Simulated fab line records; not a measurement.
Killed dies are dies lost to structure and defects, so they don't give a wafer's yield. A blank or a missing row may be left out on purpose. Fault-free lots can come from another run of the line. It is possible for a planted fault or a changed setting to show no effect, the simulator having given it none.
Split-lot experiment -- flow n5 finfet -- route with 1938 steps; 7 lots, 21 wafers read

SPLIT DETAILS
At N5_BEOL_M8_TRENCH_ETCH_37 (etches SiCOH lowk in C4F6/O2, target depth 93.478 nm, time 31.2 s), the setting time s was moved away from the recipe's 31.2 s on 7 of the 21 wafers read, by -10.8% to +21.2%. The other wafers ran this setting at the recipe's value.

FROM THE SPLIT TO THE READING: what the file shows between them, 11 steps
- N5_BEOL_M8_ETCH_41: etches SiCN in CH3F/O2, target depth 31.9 nm, time 57.8 s
- N5_BEOL_M8_STRIP_80: strips in N2/H2, time 10 s
- N5_BEOL_M8_OCD_MEAS_38
- N5_BEOL_M8_HM_STRIP_39: strips TiN in peroxide tin strip, target depth 25 nm, time 158 s
- N5_BEOL_M8_SRD_40: time 30 s
- N5_BEOL_M8_ECD_50: material Cu, target thk 300 nm
- N5_BEOL_M8_ANNEAL_51: time 90 s
- N5_BEOL_M8_CMP_52: polishes, stops on SiCOH lowk, t overpolish 6.9 s, target thk 80 nm
- N5_BEOL_M8_THK_MEAS_53: measures by xrf
- N5_BEOL_M8_PRE_CLEAN_55: time 15 s
- N5_BEOL_M8_DEP_56: deposits SiCN from 3MS/NH3, target thk 10 nm, time 17.5 s

THE READING
At N5_BEOL_M8_RS_MEAS_57, a four-point-probe measurement gives M8_RS in ohm/sq. A value of 0.287 ohm/sq with a standard deviation of 0.0099 ohm/sq is what fault-free wafers of this fab line usually give.

wafer,"tool, chamber at the split","time s as run, s",against the recipe,"M8_RS, ohm/sq",against lot-mates on the recipe
L074.2,"rie diel-04, 3",37.8,+21.2%,0.222,-0.080
L074.3,"rie diel-04, 0",31.2,recipe,0.302,-
L074.4,"rie diel-04, 1",37.8,+21.2%,0.223,-0.079
L075.3,"rie diel-05, 2",31.2,recipe,0.294,-
L075.4,"rie diel-05, 1",31.2,recipe,0.297,-
L075.5,"rie diel-05, 0",31.2,recipe,0.281,-
L076.2,"rie diel-05, 1",31.2,recipe,0.299,-
L076.5,"rie diel-05, 1",31.2,recipe,0.306,-
L076.6,"rie diel-05, 2",27.82,-10.8%,0.348,+0.045
L087.1,"rie diel-06, 0",31.2,recipe,0.305,-
L087.2,"rie diel-06, 2",37.14,+19.0%,0.226,-0.071
L087.4,"rie diel-06, 1",31.2,recipe,0.290,-
L093.2,"rie diel-06, 2",31.2,recipe,0.296,-
L093.3,"rie diel-06, 1",33.75,+8.2%,0.257,-0.029
L093.4,"rie diel-06, 3",31.2,recipe,0.277,-
L094.1,"rie diel-06, 3",31.2,recipe,0.276,-
L094.2,"rie diel-06, 2",37.04,+18.7%,0.221,-0.055
L094.5,"rie diel-06, 2",37.04,+18.7%,0.223,-0.053
L095.3,"rie diel-06, 0",31.2,recipe,0.284,-
L095.4,"rie diel-06, 3",31.2,recipe,0.278,-
L095.5,"rie diel-06, 3",31.2,recipe,0.276,-

THE FIT
A straight line over all 21 wafers: M8_RS changes by -0.00359 ohm/sq for each +1% of time s; r = -0.96; the points scatter about the line by 0.011 ohm/sq.
The same after taking each lot's own level away (the mean of its wafers on the recipe; 21 wafers): -0.00353 ohm/sq for each +1%; r = -0.98; scatter 0.0069 ohm/sq.
The reading moves by 0.075 ohm/sq for the largest change in time s, on that fit.
From 0.2760 to 0.3025 ohm/sq: that is the span of the lots' own levels, equal to 2.7 times the standard deviation above.
Hence the lot-to-lot level has little effect on the slope; both slopes agree.
Check: for one of the wafers moved furthest among these (+21.2%), held out of the fit, the line's prediction against its lot-mates is -0.0722 ohm/sq. Against them it came out at -0.08 ohm/sq.

THE OTHER SPLITS THESE WAFERS WENT THROUGH
These wafers also went through other splits before the reading. Each is held against what the fit with the lots' levels taken away leaves over:
other split on the same wafers,wafers away from the commonest value,r with M8_RS (lot level and that fit taken away)
N5_BEOL_M7_EXPOSE_25 dose mj,9,-0.23

THE WHOLE CHAIN: every reading that the file lists as answering this split, in the file's order
step,what it does,reading,change (the file's fit),r (the file's)
N5_BEOL_M8_TRENCH_ETCH_37,"etches SiCOH lowk in C4F6/O2, target depth 93.478 nm, time 31.2 s","BEOL_M8.feature depth nm (the simulator's own value, which no gauge read)",+0.967 nm for each +1% of the setting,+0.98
N5_BEOL_M8_TRENCH_ETCH_37,"etches SiCOH lowk in C4F6/O2, target depth 93.478 nm, time 31.2 s","etch.depth nm (the simulator's own value, which no gauge read)",+0.968 nm for each +1% of the setting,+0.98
N5_BEOL_M8_OCD_MEAS_38,,trench depth nm,+0.955 nm for each +1% of the setting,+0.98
N5_BEOL_M8_CMP_52,"polishes, stops on SiCOH lowk, t overpolish 6.9 s, target thk 80 nm","Cu_of_BEOL_M8_ECD_50.thk nm (the simulator's own value, which no gauge read)",+1.01 nm for each +1% of the setting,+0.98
N5_BEOL_M8_THK_MEAS_53,measures by xrf,M8_THK,+0.989 for each +1% of the setting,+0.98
N5_BEOL_M8_RS_MEAS_57,measures by four-point-probe,M8_RS,-0.00356 for each +1% of the setting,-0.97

FILE'S OWN FIT
M8_RS changes by -0.00356 ohm/sq for each +1% of time s, r = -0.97.
